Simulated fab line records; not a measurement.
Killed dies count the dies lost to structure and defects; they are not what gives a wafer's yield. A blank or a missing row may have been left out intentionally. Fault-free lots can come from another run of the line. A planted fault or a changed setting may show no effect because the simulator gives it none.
Lot-split experiment | flow n5_finfet | 7 lots, 21 wafers read, on a route of 1938 steps

== THE SPLIT ==
At N5_BEOL_M0_SAQP_PECVD_96 (deposits a-Si from SiH4/He, target thk 45 nm, time 45.2 s), the setting time_s was moved away from the recipe's 45.2 s on 6 of the 21 wafers read, by -10.4% to +6.2%. The other wafers ran this setting at the recipe's value.

== FROM THE SPLIT TO THE READING: what the file shows between them, 3 steps ==
- N5_BEOL_M0_SAQP_DEVELOP_13: develop time 30 s (also split here: develop_time_s)
- N5_BEOL_M0_SAQP_ETCH_101: etches SiNx in CH3F/O2, target depth 29.9 nm, time 42.7 s
- N5_BEOL_M0_SAQP_ETCH_102: etches SiO2 in CF4, target depth 4 nm, time 4.4 s

== THE READING ==
etch.depth_nm (the simulator's own value, which no gauge read), in nm, at N5_BEOL_M0_SAQP_MANDREL_ETCH_103 (etches a-Si in HBr/Cl2, stops on SiCN, target depth 45 nm, bt time 10 s, time 27 s). No usual value for it is given in the file. Across the 15 wafers here that went through the recipe, the average is 44.78 nm and the standard deviation 0.89 nm.

wafer  | tool, chamber at the split | time_s as run, s | against the recipe | etch.depth_nm, nm | against lot-mates on the recipe
L074.2 | pecvd-03, 1                | 47.99            | +6.2%              | 46.94             | +2.35
L074.3 | pecvd-03, 0                | 47.99            | +6.2%              | 46.78             | +2.19
L074.6 | pecvd-03, 0                | 45.2             | recipe             | 44.59             | -
L075.3 | pecvd-01, 1,0              | 45.2             | recipe             | 45.48             | -
L075.4 | pecvd-01, 1,0              | 45.2             | recipe             | 45.48             | -
L075.6 | pecvd-01, 2                | 45.2             | recipe             | 46.45             | -
L083.3 | pecvd-02, 2                | 45.2             | recipe             | 44.04             | -
L083.4 | pecvd-02, 2                | 45.2             | recipe             | 44.1              | -
L083.5 | pecvd-02, 1                | 45.2             | recipe             | 44.4              | -
L086.1 | pecvd-02, 2                | 40.48            | -10.4%             | 39.69             | no lot-mate on the recipe
L086.2 | pecvd-02, 1                | 40.48            | -10.4%             | 40.09             | no lot-mate on the recipe
L086.4 | pecvd-02, 0                | 40.48            | -10.4%             | 41.07             | no lot-mate on the recipe
L087.4 | pecvd-02, 2                | 45.2             | recipe             | 45.54             | -
L087.5 | pecvd-02, 0                | 41.02            | -9.2%              | 41.6              | -4.03
L087.6 | pecvd-02, 1                | 45.2             | recipe             | 45.73             | -
L091.2 | pecvd-02, 2                | 45.2             | recipe             | 45.1              | -
L091.3 | pecvd-02, 0                | 45.2             | recipe             | 44.85             | -
L091.5 | pecvd-02, 2                | 45.2             | recipe             | 45.27             | -
L093.3 | pecvd-03, 1                | 45.2             | recipe             | 43.84             | -
L093.5 | pecvd-03, 0                | 45.2             | recipe             | 42.88             | -
L093.6 | pecvd-03, 1                | 45.2             | recipe             | 43.99             | -
The file does not say which wafer passed through which chamber wherever a row lists several chambers: such a row stands for several wafers.

FIT RESULTS
A straight line over all 21 wafers: etch.depth_nm changes by +0.397 nm for each +1% of time_s; r = +0.92; the points scatter about the line by 0.85 nm.
The same after taking each lot's own level away (the mean of its wafers on the recipe; 18 wafers): +0.405 nm for each +1%; r = +0.97; scatter 0.33 nm.
On that fit, the largest move of time_s shifts the reading by 4.2 nm.
Across the lots, their own levels run from 43.570 to 45.803 nm, a range of 2.5 times the standard deviation given above.
Hence the lot-to-lot level has little effect on the slope; both slopes agree.
Check: for one of the wafers moved furthest among these (-9.2%), held out of the fit, the line's prediction against its lot-mates is -3.4 nm. Against them it came out at -4.03 nm.

== THE OTHER SPLITS THESE WAFERS WENT THROUGH ==
These wafers also went through other splits before the reading. Each is held against what the fit with the lots' levels taken away leaves over:
other split on the same wafers            | wafers away from the commonest value | r with etch.depth_nm (lot level and that fit taken away)
N5_SDB_EXPOSE_08 dose_mj                  | 5                                    | -0.08
N5_HKMG_FIN_ETCH_55 bias_w                | 9                                    | +0.02
N5_HKMG_FIN_ETCH_58 source_w              | 5                                    | -0.11
N5_GATE_CUT_COAT_27 spin_rpm              | 6                                    | -0.07
N5_GATE_CUT_ETCH_36 cf4_flow_sccm         | 8                                    | +0.17
N5_MOL_CONTACT_COAG_VIA_ETCH_117 bias_w   | 6                                    | -0.47
N5_MOL_CONTACT_COAG_ETCH_124 bias_w       | 8                                    | -0.13
N5_BEOL_M0_SAQP_DEVELOP_13 develop_time_s | 8                                    | -0.07

== THE WHOLE CHAIN: every reading that the file lists as answering this split, in the file's order ==
step                             | what it does                                                                       | reading                                                                               | change (the file's fit)               | r (the file's)
N5_BEOL_M0_SAQP_PECVD_96         | deposits a-Si from SiH4/He, target thk 45 nm, time 45.2 s                          | a-Si_of_BEOL_M0_SAQP_PECVD_96.thk_nm (the simulator's own value, which no gauge read) | +0.422 nm for each +1% of the setting | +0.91
N5_BEOL_M0_SAQP_MANDREL_ETCH_103 | etches a-Si in HBr/Cl2, stops on SiCN, target depth 45 nm, bt time 10 s, time 27 s | etch.depth_nm (the simulator's own value, which no gauge read)                        | +0.415 nm for each +1% of the setting | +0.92

== THE FILE'S OWN FIT ==
etch.depth_nm changes by +0.415 nm for each +1% of time_s, r = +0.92.
